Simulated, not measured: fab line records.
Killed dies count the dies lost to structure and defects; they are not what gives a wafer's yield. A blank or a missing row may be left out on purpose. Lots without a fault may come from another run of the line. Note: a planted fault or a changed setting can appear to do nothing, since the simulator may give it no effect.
fab line records / flow nand-harc
record: lots: 5 wafers: 15 last-day: 23
route steps=1159 shown A_SOURCE_PLATE@420 A_ONON_D1@424
lots untouched by any fault: they come from a run of this same line in which no faults occurred
start-h: the number of hours between the record's first day and the start of the first shown wafer of the lot / wait-h: how many hours have passed since the lot's step before this one / " identical to the entry in the row above / L1.1+2: several wafers, shown together as one row / - no value present, or no start provided / * or withheld: withheld / < > ~ a bound
route shown NAME@n: NAME is a module with steps in the file, n the number in the route of the first one / usual: the fault-free wafers' mean and standard deviation / same: alike in all rows / chamber/n: place in a boat / sites: each site's reading / _std_site: standard deviation across them / _edge_site: outer sites' mean less inner sites' / radius-mm: how far each site lies from the wafer's centre / mask NAME#n: copy n / behind: tool/chamber where the wafer was last shaped / hold: cause of the lot's hold/its duration in hours/its outcome / device: transistor that didn't switch, given as n, p or np / end of line: tests run on the same wafers once the route is complete / a step with no rows: only its recipe / killed: not the wafer's yield, but the dies lost to structure and defects at the first sort / map: a wafer's dies, marking killed ones x, the rest . and places with no die _
set.NAME: setting as actually run; set.NAME@STEP: the setting as run at that earlier step / model.NAME: the simulator's own value behind a step, which no gauge read
lots seen at some steps along the route; tables by step, rows by wafer
services: from which hour (start-h, from the record's first day; less than 0 if before it) a tool's chamber was out of use, for how many hours, and why
== steps ==
step: NHARC_A_SOURCE_PLATE_THK_MEAS_06
recipe: thk-meas-gauge: ellipsometry
usual: thk-nm: 200.7/2.1
lot.wafer=L831.2 tool=film-metro-01 chamber=- start-h=169.92 wait-h=0.4 thk-nm=197.0
lot.wafer=L831.5 tool=film-metro-01 chamber=- start-h=169.92 wait-h=0.4 thk-nm=199.3
lot.wafer=L831.6 tool=film-metro-01 chamber=- start-h=169.92 wait-h=0.4 thk-nm=197.5
lot.wafer=L836.1 tool=film-metro-02 chamber=- start-h=191.27 wait-h=0.4 thk-nm=199.3
lot.wafer=L836.2 tool=film-metro-02 chamber=- start-h=191.27 wait-h=0.4 thk-nm=195.5
lot.wafer=L836.5 tool=film-metro-02 chamber=- start-h=191.27 wait-h=0.4 thk-nm=195.7
lot.wafer=L839.3 tool=film-metro-02 chamber=- start-h=207.88 wait-h=0.4 thk-nm=198.6
lot.wafer=L839.4 tool=film-metro-02 chamber=- start-h=207.88 wait-h=0.4 thk-nm=199.3
lot.wafer=L839.5 tool=film-metro-02 chamber=- start-h=207.88 wait-h=0.4 thk-nm=201.4
lot.wafer=L848.1 tool=film-metro-02 chamber=- start-h=262.89 wait-h=0.4 thk-nm=200.4
lot.wafer=L848.2 tool=film-metro-02 chamber=- start-h=262.89 wait-h=0.4 thk-nm=200.4
lot.wafer=L848.3 tool=film-metro-02 chamber=- start-h=262.89 wait-h=0.4 thk-nm=204.2
lot.wafer=L850.3 tool=film-metro-01 chamber=- start-h=274.73 wait-h=0.4 thk-nm=200.6
lot.wafer=L850.4 tool=film-metro-01 chamber=- start-h=274.73 wait-h=0.4 thk-nm=201.1
lot.wafer=L850.5 tool=film-metro-01 chamber=- start-h=274.73 wait-h=0.4 thk-nm=202.0
step: NHARC_A_SOURCE_PLATE_INSPECT_08
usual: raw-defect-count: 59/23
lot.wafer=L831.2 tool=defect-inspect-01 chamber=- start-h=170.02 wait-h=0.0 raw-defect-count=45
lot.wafer=L831.5 tool=defect-inspect-01 chamber=- start-h=170.02 wait-h=0.0 raw-defect-count=52
lot.wafer=L831.6 tool=defect-inspect-01 chamber=- start-h=170.02 wait-h=0.0 raw-defect-count=59
lot.wafer=L836.1 tool=defect-inspect-02 chamber=- start-h=191.35 wait-h=0.0 raw-defect-count=90
lot.wafer=L836.2 tool=defect-inspect-02 chamber=- start-h=191.35 wait-h=0.0 raw-defect-count=74
lot.wafer=L836.5 tool=defect-inspect-02 chamber=- start-h=191.35 wait-h=0.0 raw-defect-count=28
lot.wafer=L839.3 tool=defect-inspect-02 chamber=- start-h=207.97 wait-h=0.0 raw-defect-count=46
lot.wafer=L839.4 tool=defect-inspect-02 chamber=- start-h=207.97 wait-h=0.0 raw-defect-count=69
lot.wafer=L839.5 tool=defect-inspect-02 chamber=- start-h=207.97 wait-h=0.0 raw-defect-count=31
lot.wafer=L848.1 tool=defect-inspect-02 chamber=- start-h=262.95 wait-h=0.0 raw-defect-count=23
lot.wafer=L848.2 tool=defect-inspect-02 chamber=- start-h=262.95 wait-h=0.0 raw-defect-count=28
lot.wafer=L848.3 tool=defect-inspect-02 chamber=- start-h=262.95 wait-h=0.0 raw-defect-count=29
lot.wafer=L850.3 tool=defect-inspect-01 chamber=- start-h=274.79 wait-h=0.0 raw-defect-count=94
lot.wafer=L850.4 tool=defect-inspect-01 chamber=- start-h=274.79 wait-h=0.0 raw-defect-count=53
lot.wafer=L850.5 tool=defect-inspect-01 chamber=- start-h=274.79 wait-h=0.0 raw-defect-count=57
step: NHARC_A_ONON_D1_DEP_00
recipe: target-thk-a: 10000 n2-flow-sccm: 2750 n2o-flow-sccm: 2000 nh3-flow-sccm: 500 sih4-flow-sccm: 210 temp-c: 400
step: NHARC_A_ONON_D1_THK_MEAS_02
recipe: thk-meas-gauge: ellipsometry
usual: thk-nm: 1001/9.9
lot.wafer=L831.2 tool=film-metro-01 chamber=- start-h=170.60 wait-h=- thk-nm=1011
lot.wafer=L831.5 tool=film-metro-01 chamber=- start-h=170.60 wait-h=- thk-nm=1011
lot.wafer=L831.6 tool=film-metro-01 chamber=- start-h=170.60 wait-h=- thk-nm=1011
lot.wafer=L836.1 tool=film-metro-01 chamber=- start-h=191.93 wait-h=- thk-nm=988
lot.wafer=L836.2 tool=film-metro-01 chamber=- start-h=191.93 wait-h=- thk-nm=989
lot.wafer=L836.5 tool=film-metro-01 chamber=- start-h=191.93 wait-h=- thk-nm=988
lot.wafer=L839.3 tool=film-metro-01 chamber=- start-h=208.54 wait-h=- thk-nm=1001
lot.wafer=L839.4 tool=film-metro-01 chamber=- start-h=208.54 wait-h=- thk-nm=1001
lot.wafer=L839.5 tool=film-metro-01 chamber=- start-h=208.54 wait-h=- thk-nm=1001
lot.wafer=L848.1 tool=film-metro-01 chamber=- start-h=263.52 wait-h=- thk-nm=978
lot.wafer=L848.2 tool=film-metro-01 chamber=- start-h=263.52 wait-h=- thk-nm=976
lot.wafer=L848.3 tool=film-metro-01 chamber=- start-h=263.52 wait-h=- thk-nm=979
lot.wafer=L850.3 tool=film-metro-01 chamber=- start-h=275.37 wait-h=- thk-nm=1009
lot.wafer=L850.4 tool=film-metro-01 chamber=- start-h=275.37 wait-h=- thk-nm=1010
lot.wafer=L850.5 tool=film-metro-01 chamber=- start-h=275.37 wait-h=- thk-nm=1008
step: NHARC_A_ONON_D1_DEP_03
recipe: target-thk-a: 10000 n2-flow-sccm: 2750 n2o-flow-sccm: 2000 nh3-flow-sccm: 500 sih4-flow-sccm: 210 temp-c: 400
step: NHARC_A_ONON_D1_THK_MEAS_05
recipe: thk-meas-gauge: ellipsometry
usual: thk-nm: 1000/9.8
lot.wafer=L831.2 tool=film-metro-01 chamber=- start-h=171.17 wait-h=- thk-nm=1008
lot.wafer=L831.5 tool=film-metro-01 chamber=- start-h=171.17 wait-h=- thk-nm=1008
lot.wafer=L831.6 tool=film-metro-01 chamber=- start-h=171.17 wait-h=- thk-nm=1009
lot.wafer=L836.1 tool=film-metro-01 chamber=- start-h=192.50 wait-h=- thk-nm=1008
lot.wafer=L836.2 tool=film-metro-01 chamber=- start-h=192.50 wait-h=- thk-nm=1009
lot.wafer=L836.5 tool=film-metro-01 chamber=- start-h=192.50 wait-h=- thk-nm=1008
lot.wafer=L839.3 tool=film-metro-02 chamber=- start-h=209.11 wait-h=- thk-nm=987
lot.wafer=L839.4 tool=film-metro-02 chamber=- start-h=209.11 wait-h=- thk-nm=987
lot.wafer=L839.5 tool=film-metro-02 chamber=- start-h=209.11 wait-h=- thk-nm=988
lot.wafer=L848.1 tool=film-metro-01 chamber=- start-h=264.09 wait-h=- thk-nm=1002
lot.wafer=L848.2 tool=film-metro-01 chamber=- start-h=264.09 wait-h=- thk-nm=1005
lot.wafer=L848.3 tool=film-metro-01 chamber=- start-h=264.09 wait-h=- thk-nm=1004
lot.wafer=L850.3 tool=film-metro-02 chamber=- start-h=275.93 wait-h=- thk-nm=987
lot.wafer=L850.4 tool=film-metro-02 chamber=- start-h=275.93 wait-h=- thk-nm=989
lot.wafer=L850.5 tool=film-metro-02 chamber=- start-h=275.93 wait-h=- thk-nm=989
step: NHARC_A_ONON_D1_DEP_06
recipe: target-thk-a: 10000 n2-flow-sccm: 2750 n2o-flow-sccm: 2000 nh3-flow-sccm: 500 sih4-flow-sccm: 210 temp-c: 400
step: NHARC_A_ONON_D1_THK_MEAS_08
recipe: thk-meas-gauge: ellipsometry
usual: thk-nm: 997/10
lot.wafer=L831.2 tool=film-metro-02 chamber=- start-h=171.74 wait-h=- thk-nm=977
lot.wafer=L831.5 tool=film-metro-02 chamber=- start-h=171.74 wait-h=- thk-nm=980
lot.wafer=L831.6 tool=film-metro-02 chamber=- start-h=171.74 wait-h=- thk-nm=981
lot.wafer=L836.1 tool=film-metro-02 chamber=- start-h=193.06 wait-h=- thk-nm=1006
lot.wafer=L836.2 tool=film-metro-02 chamber=- start-h=193.06 wait-h=- thk-nm=1006
lot.wafer=L836.5 tool=film-metro-02 chamber=- start-h=193.06 wait-h=- thk-nm=1006
lot.wafer=L839.3 tool=film-metro-02 chamber=- start-h=209.67 wait-h=- thk-nm=998
lot.wafer=L839.4 tool=film-metro-02 chamber=- start-h=209.67 wait-h=- thk-nm=1000
lot.wafer=L839.5 tool=film-metro-02 chamber=- start-h=209.67 wait-h=- thk-nm=998
lot.wafer=L848.1 tool=film-metro-02 chamber=- start-h=264.68 wait-h=- thk-nm=1000
lot.wafer=L848.2 tool=film-metro-02 chamber=- start-h=264.68 wait-h=- thk-nm=999
lot.wafer=L848.3 tool=film-metro-02 chamber=- start-h=264.68 wait-h=- thk-nm=1000
lot.wafer=L850.3 tool=film-metro-02 chamber=- start-h=276.51 wait-h=- thk-nm=988
lot.wafer=L850.4 tool=film-metro-02 chamber=- start-h=276.51 wait-h=- thk-nm=987
lot.wafer=L850.5 tool=film-metro-02 chamber=- start-h=276.51 wait-h=- thk-nm=986
step: NHARC_A_ONON_D1_DEP_09
recipe: target-thk-a: 10000 n2-flow-sccm: 2750 n2o-flow-sccm: 2000 nh3-flow-sccm: 500 sih4-flow-sccm: 210 temp-c: 400
step: NHARC_A_ONON_D1_THK_MEAS_11
recipe: thk-meas-gauge: ellipsometry
usual: thk-nm: 1005/12
lot.wafer=L831.2 tool=film-metro-02 chamber=- start-h=172.31 wait-h=- thk-nm=1024
lot.wafer=L831.5 tool=film-metro-02 chamber=- start-h=172.31 wait-h=- thk-nm=1025
lot.wafer=L831.6 tool=film-metro-02 chamber=- start-h=172.31 wait-h=- thk-nm=1023
lot.wafer=L836.1 tool=film-metro-02 chamber=- start-h=193.63 wait-h=- thk-nm=1022
lot.wafer=L836.2 tool=film-metro-02 chamber=- start-h=193.63 wait-h=- thk-nm=1020
lot.wafer=L836.5 tool=film-metro-02 chamber=- start-h=193.63 wait-h=- thk-nm=1021
lot.wafer=L839.3 tool=film-metro-01 chamber=- start-h=210.24 wait-h=- thk-nm=1007
lot.wafer=L839.4 tool=film-metro-01 chamber=- start-h=210.24 wait-h=- thk-nm=1007
lot.wafer=L839.5 tool=film-metro-01 chamber=- start-h=210.24 wait-h=- thk-nm=1006
lot.wafer=L848.1 tool=film-metro-02 chamber=- start-h=265.57 wait-h=- thk-nm=1008
lot.wafer=L848.2 tool=film-metro-02 chamber=- start-h=265.57 wait-h=- thk-nm=1010
lot.wafer=L848.3 tool=film-metro-02 chamber=- start-h=265.57 wait-h=- thk-nm=1011
lot.wafer=L850.3 tool=film-metro-01 chamber=- start-h=277.10 wait-h=- thk-nm=981
lot.wafer=L850.4 tool=film-metro-01 chamber=- start-h=277.10 wait-h=- thk-nm=981
lot.wafer=L850.5 tool=film-metro-01 chamber=- start-h=277.10 wait-h=- thk-nm=982
step: NHARC_A_ONON_D1_DEP_12
recipe: target-thk-a: 10000 n2-flow-sccm: 2750 n2o-flow-sccm: 2000 nh3-flow-sccm: 500 sih4-flow-sccm: 210 temp-c: 400
lot.wafer=L831.2+5+6 tool=pecvd-onon-03 chamber=0 start-h=172.42 wait-h=0.1
lot.wafer=L836.1+2+5 tool=pecvd-onon-03 chamber=0 start-h=193.68 wait-h=0.1
lot.wafer=L839.3+4+5 tool=pecvd-onon-02 chamber=0 start-h=210.41 wait-h=0.2
lot.wafer=L848.1+2+3 tool=pecvd-onon-02 chamber=0 start-h=265.63 wait-h=0.1
lot.wafer=L850.3+4+5 tool=pecvd-onon-03 chamber=0 start-h=277.27 wait-h=0.2
step: NHARC_A_ONON_D1_THK_MEAS_14
recipe: thk-meas-gauge: ellipsometry
usual: thk-nm: 1000/9
lot.wafer=L831.2 tool=film-metro-02 chamber=- start-h=172.88 wait-h=- hold=- thk-nm=1019
lot.wafer=L831.5 tool=film-metro-02 chamber=- start-h=172.88 wait-h=- hold=- thk-nm=1021
lot.wafer=L831.6 tool=film-metro-02 chamber=- start-h=172.88 wait-h=- hold=- thk-nm=1020
lot.wafer=L836.1 tool=film-metro-01 chamber=- start-h=194.19 wait-h=- hold=await-dispo/0.2h/release thk-nm=495
lot.wafer=L836.2 tool=film-metro-01 chamber=- start-h=194.19 wait-h=- hold=await-dispo/0.2h/release thk-nm=494
lot.wafer=L836.5 tool=film-metro-01 chamber=- start-h=194.19 wait-h=- hold=await-dispo/0.2h/release thk-nm=1013
lot.wafer=L836.1 tool=film-metro-01 chamber=- start-h=194.36 wait-h=0.2 hold=- thk-nm=494
lot.wafer=L836.2 tool=film-metro-01 chamber=- start-h=194.36 wait-h=0.2 hold=- thk-nm=494
lot.wafer=L836.5 tool=film-metro-01 chamber=- start-h=194.36 wait-h=0.2 hold=- thk-nm=1013
lot.wafer=L839.3 tool=film-metro-01 chamber=- start-h=210.81 wait-h=- hold=- thk-nm=1002
lot.wafer=L839.4 tool=film-metro-01 chamber=- start-h=210.81 wait-h=- hold=- thk-nm=1003
lot.wafer=L839.5 tool=film-metro-01 chamber=- start-h=210.81 wait-h=- hold=- thk-nm=1000
lot.wafer=L848.1 tool=film-metro-01 chamber=- start-h=266.14 wait-h=- hold=- thk-nm=989
lot.wafer=L848.2 tool=film-metro-01 chamber=- start-h=266.14 wait-h=- hold=- thk-nm=991
lot.wafer=L848.3 tool=film-metro-01 chamber=- start-h=266.14 wait-h=- hold=- thk-nm=988
lot.wafer=L850.3 tool=film-metro-02 chamber=- start-h=277.69 wait-h=- hold=- thk-nm=994
lot.wafer=L850.4 tool=film-metro-02 chamber=- start-h=277.69 wait-h=- hold=- thk-nm=993
lot.wafer=L850.5 tool=film-metro-02 chamber=- start-h=277.69 wait-h=- hold=- thk-nm=993
== services ==
tool=pecvd-onon-03 chamber=- start-h=153.00 hours=13.0 kind=pm
tool=pecvd-onon-02 chamber=- start-h=237.84 hours=1.5 kind=repair
== key ==
first-sign: step: NHARC_A_ONON_D1_THK_MEAS_14 reading: visit direction: added
effect: step: NHARC_A_ONON_D1_THK_MEAS_14 reading: thk-nm direction: down sigmas: 56 usual: 1000 struck: 495
met-at NHARC_A_ONON_D1_DEP_12
struck-wafers L836.1,L836.2
later-rows-left-out L836.1,L836.2
sort-left-out L836.1,L836.2
tester-left-out L836
onset-between 172.42 193.68
fault: kind: process-parameter-drift tool: pecvd-onon-03 chamber: - onset-h: 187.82 steps: NHARC_A_ONON_D1_DEP_12 channel: target-thk-a offset: * shape: step end-h: 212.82 scope: struck-wafers-only acts-in: * stated: *
tester-left-out: of these lots the tester's yield and bins aren't shown, on N5 and GAA mostly nor the transistor test; their killed dies are dies lost to structure and defects alone, not to doping, threshold or leakage, so they don't give the yield
sort-left-out: the simulated sort isn't trusted on such a fault, so these wafers' sort isn't shown, and their yield isn't known
later-rows-left-out: the simulator's readings of these wafers behind a module that went badly wrong aren't trusted and aren't shown, but for the sort
